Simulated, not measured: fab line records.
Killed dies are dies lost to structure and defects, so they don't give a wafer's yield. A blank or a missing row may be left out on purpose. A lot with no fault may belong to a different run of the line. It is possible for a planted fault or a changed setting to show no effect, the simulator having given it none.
Problem report, 8D (eight disciplines) form, completed by code    flow nand_harc    the parts of the form that need people (team, actions taken, sign-off) are left out

## 1. WHAT IS WRONG
raw_defect_count at NHARC_P_M1_INSPECT_27 reads a mean of 2261 on 2 wafers of 2 lots; wafers without a fault read 371 with a standard deviation of 150. That puts it +13 standard deviations away from the usual mean.
First seen on wafer L871.2, day 11 13:13, on defect_inspect-01. Wafers with a number at this step in the record: 42, from 14 lots. Rule for "out", or "out of limits": more than 4 standard deviations from the usual mean. The rest of the wafers with a number are treated as sound.

## 2. WHAT IT IS, AND WHAT IT ISN'T
question                     is                                    is not
which readings at this step  raw_defect_count                      -
which lots                   L871, L872                            L859, L860, L861, L862, L874, L875, L876, L878, L879, L880, L881, L882
which wafers of those lots   L871.2, L872.1                        L871.4, L871.5, L872.2, L872.4
read on which gauges         defect_inspect-01, defect_inspect-02  -
when                         from day 11 13:13                     up to then (14 sound wafers); but 26 sound wafers of L872, L874, L875, L876, L878, L879, L880, L881, L882 came after

## 3. WHAT RULES OUT EACH SUSPECT
Counting: if a tool at a process step up to the reading ran every lot that is out, it stays a suspect. Sound lots after the first of them don't rule it out here, since some wafers of a struck lot are sound.
- the gauge at NHARC_P_M1_INSPECT_27 is ruled out. Those wafers that are out were read across 2 gauges (defect_inspect-01, defect_inspect-02).
- pvd_sputter-02 at NHARC_P_M1_PVD_21 (deposits Cu, target thk 30 nm, time 20.49 s): kept. It ran every lot that is out, first L871 (day 11 12:45). Because NHARC_P_M1_PVD_21 lacks a start for some lots, the hours and order of its lots are taken from NHARC_P_M1_CMP_23.
- cmp-01 at NHARC_P_M1_CMP_23 (polishes, t overpolish 20 s, target thk 157.82 nm): kept. Ran every lot that is out, first one L871 (day 11 12:45); last sound lot up to then L859 (day 6 12:08). Out on those wafers are its own readings of time_to_endpoint_s.
- Within cmp-01 at NHARC_P_M1_CMP_23: the wafers that are out ran in chamber 2; their sound lot-mates ran in chambers 0, 3.
After counting, pvd_sputter-02 at NHARC_P_M1_PVD_21 and cmp-01 at NHARC_P_M1_CMP_23 remain.

## 4. THE CAUSE (what the simulator had put in)
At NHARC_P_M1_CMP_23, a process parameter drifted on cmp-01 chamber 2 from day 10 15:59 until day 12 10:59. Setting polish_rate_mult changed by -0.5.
Counting left 2 suspects, and this tool is among them.

## 5. THE EFFECT CHAIN, in route order
One row per reading whose mean, taken over the struck wafers that have a number, lies over 3 standard deviations from the usual. Only readings whose record carries a usual standard deviation are examined. hours: median over the lots of the time between each lot's start at the first step of this table that gives one and its start at this step. sigmas: the change, counted in usual standard deviations.
hours  step                    reading             usual     on struck wafers  change  sigmas
0      NHARC_P_M1_CMP_23       time_to_endpoint_s  26.8 s    37.5              +10.7   +4.3
0      NHARC_P_M1_THK_MEAS_24  thk_nm              157.0 nm  161.4             +4.4    +3.2
0      NHARC_P_M1_INSPECT_27   raw_defect_count    371       2261              +1890   +13
It contains these process steps:
- NHARC_P_M1_CMP_23: polishes, t overpolish 20 s, target thk 157.82 nm.

## 6. HOW IT WOULD HAVE BEEN CAUGHT EARLIER
In this record the first reading out of limits at a measuring or inspecting step was taken at day 11 13:13, 21 hours after the fault began at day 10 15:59.
The tool's own readings at NHARC_P_M1_CMP_23 were out on every struck wafer that the step has a row for (time_to_endpoint_s): an alarm limit on them would have fired on the first of those.
L872, from the lots that are out (2), started NHARC_P_M1_CMP_23 on cmp-01 later than day 11 13:13. Had the tool been put on hold then, it would have been spared.
